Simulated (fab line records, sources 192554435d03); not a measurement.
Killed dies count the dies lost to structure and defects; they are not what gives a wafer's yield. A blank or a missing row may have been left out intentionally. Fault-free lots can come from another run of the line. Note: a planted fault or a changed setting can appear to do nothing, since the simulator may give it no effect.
Which tool was responsible? | flow n5-finfet | 24 lots with 72 wafers sampled at 6 steps, on a route of 1938 steps

## WHAT EACH GAUGE READ, for each wafer
N5_BEOL_M12_THK_MEAS_50: measures by xrf. Usual: M12_THK gives 309 nm (standard deviation 5.3).
lot  | measured     | on            | M12_THK (nm) | flag
L075 | day 11 01:13 | film-metro-01 | 302 301 305  |
L074 | day 11 07:04 | film-metro-01 | 306 307 311  |
L076 | day 11 18:31 | film-metro-01 | 308 310 309  |
L077 | day 12 01:40 | film-metro-01 | 306 305 307  |
L079 | day 12 16:52 | film-metro-02 | 308 308 308  |
L078 | day 12 17:22 | film-metro-02 | 310 311 313  |
L080 | day 12 17:55 | film-metro-01 | 314 301 308  |
L081 | day 13 00:38 | film-metro-01 | 313 313 308  |
L082 | day 13 11:48 | film-metro-02 | 302 306 304  |
L085 | day 14 10:48 | film-metro-02 | 309 315 309  |
L083 | day 14 11:02 | film-metro-01 | 309 311 307  |
L086 | day 14 11:05 | film-metro-02 | 306 319 319  |
L084 | day 14 11:49 | film-metro-02 | 316 314 315  |
L088 | day 14 18:07 | film-metro-02 | 311 316 316  |
L087 | day 15 00:13 | film-metro-01 | 297 300 302  |
L091 | day 15 07:16 | film-metro-01 | 310 308 309  |
L089 | day 15 07:22 | film-metro-01 | 313 312 311  |
L090 | day 15 11:05 | film-metro-01 | 316 305 318  |
L092 | day 16 11:32 | film-metro-02 | 298 302 308  |
L094 | day 16 11:54 | film-metro-01 | 319 313 317  |
L095 | day 16 20:10 | film-metro-01 | 314 313 311  |
L093 | day 17 08:16 | film-metro-02 | 312 305 306  |
L097 | day 17 14:34 | film-metro-02 | 311 312 314  |
L096 | day 17 19:10 | film-metro-01 | 312 319 310  |

N5_BEOL_M13_OCD_MEAS_35. Usual: 416 nm for trench-depth-nm, sd 6.4.
lot  | measured     | on     | trench-depth-nm (nm) | flag
L075 | day 11 03:54 | ocd-01 | 419 398 411          |
L074 | day 11 09:30 | ocd-01 | 414 407 413          |
L076 | day 11 20:53 | ocd-01 | 415 410 413          |
L077 | day 12 03:55 | ocd-01 | 421 408 420          |
L079 | day 12 19:16 | ocd-01 | 408 419 415          |
L078 | day 12 19:38 | ocd-02 | 410 417 414          |
L080 | day 12 20:18 | ocd-02 | 416 408 409          |
L081 | day 13 03:08 | ocd-02 | 426 413 415          |
L082 | day 13 14:04 | ocd-02 | 419 418 420          |
L085 | day 14 13:10 | ocd-02 | 421 414 421          |
L083 | day 14 13:49 | ocd-02 | 409 414 422          |
L086 | day 14 13:46 | ocd-01 | 418 419 418          |
L084 | day 14 14:22 | ocd-02 | 421 424 417          |
L088 | day 14 20:55 | ocd-02 | 406 421 425          |
L087 | day 15 02:29 | ocd-01 | 415 424 406          |
L091 | day 15 09:46 | ocd-01 | 418 422 420          |
L089 | day 15 10:46 | ocd-02 | 409 422 418          |
L090 | day 15 16:14 | ocd-02 | 410 414 419          |
L092 | day 16 14:35 | ocd-02 | 415 419 413          |
L094 | day 16 14:40 | ocd-01 | 428 426 424          |
L095 | day 16 22:42 | ocd-01 | 418 425 411          |
L093 | day 17 11:11 | ocd-02 | 423 411 411          |
L097 | day 17 17:08 | ocd-02 | 413 414 416          |
L096 | day 17 21:42 | ocd-02 | 421 411 416          |

## WHICH TOOL RAN EACH LOT (tool, then ch and the chambers of the sampled wafers, then the start)
lot  | N5_BEOL_M12_SPUTTER_45       | N5_BEOL_M12_DEP_53              | N5_BEOL_M13_DESCUM_15              | N5_BEOL_M13_STRIP_64
L075 | pvd-sputter-03, day 11 00:09 | pecvd-04 ch 0,1, day 11 01:17   | rie-diel-06 ch 0,3, day 11 02:12   | plasma-asher-01 ch 0,1, day 11 02:35
L074 | pvd-sputter-03, day 11 05:35 | pecvd-01 ch 0,1,2, day 11 07:08 | rie-diel-03 ch 0,1, day 11 07:48   | plasma-asher-01 ch 0,1, day 11 08:13
L076 | pvd-sputter-01, day 11 17:32 | pecvd-01 ch 0,1, day 11 18:35   | rie-diel-02 ch 0,1,2, day 11 19:22 | plasma-asher-01 ch 0,1, day 11 19:45
L077 | pvd-sputter-03, day 12 00:22 | pecvd-02 ch 1,2, day 12 01:44   | rie-diel-06 ch 0,2, day 12 02:24   | plasma-asher-02 ch 0,1, day 12 02:47
L079 | pvd-sputter-03, day 12 16:01 | pecvd-01 ch 0,1,2, day 12 16:56 | rie-diel-06 ch 1,2, day 12 17:43   | plasma-asher-02 ch 0,1, day 12 18:07
L078 | pvd-sputter-02, day 12 16:30 | pecvd-02 ch 0,2, day 12 17:26   | rie-diel-06 ch 0,1,2, day 12 18:06 | plasma-asher-02 ch 0,1, day 12 18:29
L080 | pvd-sputter-02, day 12 17:04 | pecvd-04 ch 0,2, day 12 17:59   | rie-diel-02 ch 0,1, day 12 18:39   | plasma-asher-02 ch 0,1, day 12 19:02
L081 | pvd-sputter-02, day 12 23:46 | pecvd-02 ch 0,1,2, day 13 00:42 | rie-diel-02 ch 1,3, day 13 01:29   | plasma-asher-02 ch 0,1, day 13 01:53
L082 | pvd-sputter-01, day 13 10:57 | pecvd-04 ch 0,1,2, day 13 11:52 | rie-diel-03 ch 1,2,3, day 13 12:32 | plasma-asher-01 ch 0,1, day 13 12:55
L085 | pvd-sputter-02, day 14 09:50 | pecvd-01 ch 0,1,2, day 14 10:52 | rie-diel-06 ch 2,3, day 14 11:34   | plasma-asher-02 ch 0,1, day 14 11:58
L083 | pvd-sputter-01, day 14 10:10 | pecvd-01 ch 1,2, day 14 11:05   | rie-diel-03 ch 0,1,3, day 14 12:06 | plasma-asher-01 ch 0,1, day 14 12:31
L086 | pvd-sputter-02, day 14 10:14 | pecvd-02 ch 0,1,2, day 14 11:09 | rie-diel-06 ch 1,2,3, day 14 11:56 | plasma-asher-02 ch 0,1, day 14 12:20
L084 | pvd-sputter-03, day 14 10:57 | pecvd-01 ch 0,1,2, day 14 11:53 | rie-diel-02 ch 0,3, day 14 12:50   | plasma-asher-01 ch 0,1, day 14 13:14
L088 | pvd-sputter-03, day 14 16:49 | pecvd-04 ch 0,1,2, day 14 18:11 | rie-diel-06 ch 0,1,3, day 14 19:07 | plasma-asher-02 ch 0,1, day 14 19:29
L087 | pvd-sputter-02, day 14 23:22 | pecvd-01 ch 0,2, day 15 00:17   | rie-diel-03 ch 0,1,3, day 15 00:58 | plasma-asher-02 ch 0,1, day 15 01:20
L091 | pvd-sputter-01, day 15 06:24 | pecvd-01 ch 0,2, day 15 07:19   | rie-diel-02 ch 1,2, day 15 08:01   | plasma-asher-01 ch 0, day 15 08:24
L089 | pvd-sputter-02, day 15 06:29 | pecvd-04 ch 0,1,2, day 15 07:26 | rie-diel-02 ch 0,1,2, day 15 08:23 | plasma-asher-02 ch 0,1, day 15 08:46
L090 | pvd-sputter-02, day 15 09:49 | pecvd-02 ch 0,1, day 15 11:08   | rie-diel-02 ch 2,3, day 15 13:31   | plasma-asher-02 ch 0,1, day 15 13:55
L092 | pvd-sputter-01, day 16 10:29 | pecvd-02 ch 0,1,2, day 16 11:36 | rie-diel-02 ch 0,2, day 16 12:28   | plasma-asher-02 ch 0,1, day 16 12:52
L094 | pvd-sputter-01, day 16 10:51 | pecvd-01 ch 0,1,2, day 16 11:58 | rie-diel-06 ch 0,2,3, day 16 12:47 | plasma-asher-01 ch 0,1, day 16 13:10
L095 | pvd-sputter-02, day 16 18:59 | pecvd-04 ch 0,2, day 16 20:15   | rie-diel-06 ch 0,1, day 16 21:03   | plasma-asher-01 ch 0,1, day 16 21:27
L093 | pvd-sputter-02, day 17 07:24 | pecvd-04 ch 0,2, day 17 08:20   | rie-diel-02 ch 0,1,3, day 17 09:22 | plasma-asher-01 ch 0,1, day 17 09:45
L097 | pvd-sputter-02, day 17 13:43 | pecvd-01 ch 1,2, day 17 14:39   | rie-diel-06 ch 0,1,3, day 17 15:28 | plasma-asher-01 ch 0,1, day 17 15:50
L096 | pvd-sputter-03, day 17 18:18 | pecvd-02 ch 0,1, day 17 19:13   | rie-diel-03 ch 0,2, day 17 19:57   | plasma-asher-01 ch 0,1, day 17 20:20
- N5_BEOL_M12_SPUTTER_45: material Cu, target thk 80 nm, time 13.33 s.
- N5_BEOL_M12_DEP_53: deposits SiCN from 3MS/NH3, target thk 30 nm, time 10.5 s.
- N5_BEOL_M13_DESCUM_15: chemistry O2, time 7.9 s.
- N5_BEOL_M13_STRIP_64: strips in N2/H2.

## AS READ BY THE TOOLS THEMSELVES (means over the sampled wafers that have a number; for cases with no such wafer, the mark the record gives instead)
N5_BEOL_M12_SPUTTER_45. Usual: bias-v 59.9 V, standard deviation 0.62; throttle-valve-pct 30.2 %, standard deviation 1.1.
lot  | tool           | bias-v (V) | throttle-valve-pct (%) | flag
L075 | pvd-sputter-03 | 59.8       | 29.0                   |
L074 | pvd-sputter-03 | 59.4       | 28.9                   |
L076 | pvd-sputter-01 | 59.2       | 29.7                   |
L077 | pvd-sputter-03 | 59.9       | 29.8                   |
L079 | pvd-sputter-03 | 59.6       | 30.2                   |
L078 | pvd-sputter-02 | 59.9       | 31.0                   |
L080 | pvd-sputter-02 | 60.4       | 31.0                   |
L081 | pvd-sputter-02 | 59.6       | 31.5                   |
L082 | pvd-sputter-01 | 60.6       | 28.5                   |
L085 | pvd-sputter-02 | 59.7       | 31.6                   |
L083 | pvd-sputter-01 | 59.9       | 30.7                   |
L086 | pvd-sputter-02 | 60.3       | 30.9                   |
L084 | pvd-sputter-03 | 59.8       | 28.9                   |
L088 | pvd-sputter-03 | 59.6       | 29.5                   |
L087 | pvd-sputter-02 | 60.0       | 30.2                   |
L091 | pvd-sputter-01 | 60.1       | 30.7                   |
L089 | pvd-sputter-02 | 59.5       | 30.5                   |
L090 | pvd-sputter-02 | 60.2       | 30.2                   |
L092 | pvd-sputter-01 | 60.1       | 29.6                   |
L094 | pvd-sputter-01 | 59.9       | 30.6                   |
L095 | pvd-sputter-02 | 60.0       | 30.0                   |
L093 | pvd-sputter-02 | 59.8       | 31.2                   |
L097 | pvd-sputter-02 | 60.0       | 30.5                   |
L096 | pvd-sputter-03 | 59.1       | 28.6                   |

N5_BEOL_M12_DEP_53. Usual: showerhead-plenum-p-Torr 4.150 Torr, standard deviation 0.021; throttle-valve-pct 17.8 %, standard deviation 0.68.
lot  | tool     | showerhead-plenum-p-Torr (Torr) | throttle-valve-pct (%) | flag
L075 | pecvd-04 | 4.169                           | 17.6                   |
L074 | pecvd-01 | 4.145                           | 18.1                   |
L076 | pecvd-01 | 4.146                           | 18.9                   |
L077 | pecvd-02 | 4.141                           | 17.6                   |
L079 | pecvd-01 | 4.138                           | 18.2                   |
L078 | pecvd-02 | 4.145                           | 17.2                   |
L080 | pecvd-04 | 4.176                           | 17.4                   |
L081 | pecvd-02 | 4.140                           | 17.5                   |
L082 | pecvd-04 | 4.173                           | 17.6                   |
L085 | pecvd-01 | 4.144                           | 18.2                   |
L083 | pecvd-01 | 4.134                           | 17.8                   |
L086 | pecvd-02 | 4.154                           | 17.4                   |
L084 | pecvd-01 | 4.137                           | 18.3                   |
L088 | pecvd-04 | 4.169                           | 17.5                   |
L087 | pecvd-01 | 4.133                           | 17.8                   |
L091 | pecvd-01 | 4.142                           | 18.6                   |
L089 | pecvd-04 | 4.174                           | 17.7                   |
L090 | pecvd-02 | 4.160                           | 17.4                   |
L092 | pecvd-02 | 4.150                           | 17.6                   |
L094 | pecvd-01 | 4.136                           | 18.2                   |
L095 | pecvd-04 | 4.170                           | 17.9                   |
L093 | pecvd-04 | 4.173                           | 17.6                   |
L097 | pecvd-01 | 4.131                           | 17.8                   |
L096 | pecvd-02 | 4.156                           | 17.5                   |

N5_BEOL_M13_DESCUM_15. Usual: drypump-motor-current-A 5.7 A, standard deviation 0.39; oes-product-au 0.82 a.u., standard deviation 0.099; rf-vpp-V 243.6 V, standard deviation 1.2; showerhead-plenum-p-Torr 2.13 Torr, standard deviation 0.058; throttle-valve-pct 20.39 %, standard deviation 0.29.
lot  | tool        | drypump-motor-current-A (A) | oes-product-au (a.u.) | rf-vpp-V (V) | showerhead-plenum-p-Torr (Torr) | throttle-valve-pct (%) | flag
L075 | rie-diel-06 | 5.4                         | 0.79                  | 243.9        | 2.14                            | 20.49                  |
L074 | rie-diel-03 | 5.4                         | 0.92                  | 243.4        | 2.08                            | 20.16                  |
L076 | rie-diel-02 | 5.9                         | 0.72                  | 242.8        | 2.08                            | 20.43                  |
L077 | rie-diel-06 | 5.6                         | 0.81                  | 242.7        | 2.15                            | 20.52                  |
L079 | rie-diel-06 | 5.9                         | 0.71                  | 243.9        | 2.16                            | 20.75                  |
L078 | rie-diel-06 | 5.7                         | 0.76                  | 245.3        | 2.15                            | 20.64                  |
L080 | rie-diel-02 | 6.4                         | 0.70                  | 241.4        | 2.00                            | 20.37                  |
L081 | rie-diel-02 | 5.7                         | 0.92                  | 244.1        | 2.12                            | 20.00                  |
L082 | rie-diel-03 | 5.6                         | 0.85                  | 242.0        | 2.05                            | 20.31                  |
L085 | rie-diel-06 | 6.0                         | 0.80                  | 244.5        | 2.17                            | 20.58                  |
L083 | rie-diel-03 | 5.5                         | 0.79                  | 243.0        | 2.09                            | 20.38                  |
L086 | rie-diel-06 | 5.9                         | 0.89                  | 243.7        | 2.16                            | 20.40                  |
L084 | rie-diel-02 | 6.2                         | 0.95                  | 244.9        | 2.20                            | 20.06                  |
L088 | rie-diel-06 | 5.6                         | 0.91                  | 243.8        | 2.14                            | 20.30                  |
L087 | rie-diel-03 | 5.5                         | 0.78                  | 242.7        | 2.08                            | 20.37                  |
L091 | rie-diel-02 | 5.4                         | 0.72                  | 243.7        | 2.14                            | 20.54                  |
L089 | rie-diel-02 | 5.9                         | 0.79                  | 244.0        | 2.15                            | 20.31                  |
L090 | rie-diel-02 | 5.3                         | 0.79                  | 244.0        | 2.16                            | 20.55                  |
L092 | rie-diel-02 | 6.0                         | 0.83                  | 244.9        | 2.20                            | 20.35                  |
L094 | rie-diel-06 | 5.7                         | 0.80                  | 243.9        | 2.14                            | 20.49                  |
L095 | rie-diel-06 | 5.7                         | 0.89                  | 243.8        | 2.14                            | 20.35                  |
L093 | rie-diel-02 | 6.1                         | 0.83                  | 244.0        | 2.14                            | 20.08                  |
L097 | rie-diel-06 | 5.6                         | 0.86                  | 243.8        | 2.13                            | 20.34                  |
L096 | rie-diel-03 | 5.6                         | 0.82                  | 242.8        | 2.09                            | 20.48                  |

N5_BEOL_M13_STRIP_64. Usual: drypump-motor-current-A 5.5 A, standard deviation 0.62; heater-power-w 341 W, standard deviation 20; n2-flow-sccm 1750 sccm, standard deviation 5.1; oes-product-au 0.715 a.u., standard deviation 0.0043; strip-time-to-endpoint-s 31.34 s, standard deviation 0.088.
lot  | tool            | drypump-motor-current-A (A) | heater-power-w (W) | n2-flow-sccm (sccm) | oes-product-au (a.u.) | strip-time-to-endpoint-s (s) | flag
L075 | plasma-asher-01 | 5.3                         | 335                | 1756                | 0.708                 | 31.41                        |
L074 | plasma-asher-01 | 5.8                         | 343                | 1748                | 0.714                 | 31.43                        |
L076 | plasma-asher-01 | 5.3                         | 332                | 1748                | 0.716                 | 31.34                        |
L077 | plasma-asher-02 | 5.5                         | 352                | 1751                | 0.712                 | 31.32                        |
L079 | plasma-asher-02 | 5.5                         | 356                | 1745                | 0.715                 | 31.27                        |
L078 | plasma-asher-02 | 5.4                         | 339                | 1749                | 0.714                 | 31.45                        |
L080 | plasma-asher-02 | 5.4                         | 340                | 1748                | 0.713                 | 31.30                        |
L081 | plasma-asher-02 | 5.4                         | 335                | 1750                | 0.710                 | 31.41                        |
L082 | plasma-asher-01 | 5.3                         | 330                | 1754                | 0.718                 | 31.40                        |
L085 | plasma-asher-02 | 5.5                         | 354                | 1753                | 0.712                 | 31.24                        |
L083 | plasma-asher-01 | 5.3                         | 338                | 1748                | 0.717                 | 31.43                        |
L086 | plasma-asher-02 | 5.4                         | 338                | 1750                | 0.714                 | 31.38                        |
L084 | plasma-asher-01 | 5.8                         | 338                | 1751                | 0.717                 | 31.27                        |
L088 | plasma-asher-02 | 5.5                         | 358                | 1755                | 0.715                 | 31.24                        |
L087 | plasma-asher-02 | 5.5                         | 353                | 1747                | 0.716                 | 31.36                        |
L091 | plasma-asher-01 | 6.4                         | 339                | 1750                | 0.714                 | 31.46                        |
L089 | plasma-asher-02 | 5.4                         | 339                | 1749                | 0.712                 | 31.44                        |
L090 | plasma-asher-02 | 5.4                         | 335                | 1757                | 0.716                 | 31.21                        |
L092 | plasma-asher-02 | 5.5                         | 357                | 1752                | 0.717                 | 31.29                        |
L094 | plasma-asher-01 | 5.3                         | 334                | 1749                | 0.714                 | 31.28                        |
L095 | plasma-asher-01 | 5.8                         | 339                | 1749                | 0.717                 | 31.33                        |
L093 | plasma-asher-01 | 5.8                         | 336                | 1751                | 0.717                 | 31.35                        |
L097 | plasma-asher-01 | 5.8                         | 334                | 1744                | 0.717                 | 31.35                        |
L096 | plasma-asher-01 | 5.3                         | 335                | 1748                | 0.716                 | 31.31                        |

## THE ANSWER, worked out from the rows above alone
Rule: lot off if the mean of its wafers having a number is beyond 3 standard deviations from the usual mean. Also off: a lot with no number at a reading for which 4 or more lots have one. The other lots that the step has rows for count as sound. Order of review: gauges by route order, followed by the tools' own readings, for which a lot's mean as printed above is used. The first step at which some lot is off is used, and at that step the reading that is off furthest; a lot without a number counts as furthest.
Across all readings shown, no lot is off: no conclusion can be drawn from this.

## WHAT WAS PUT IN BY THE SIMULATOR
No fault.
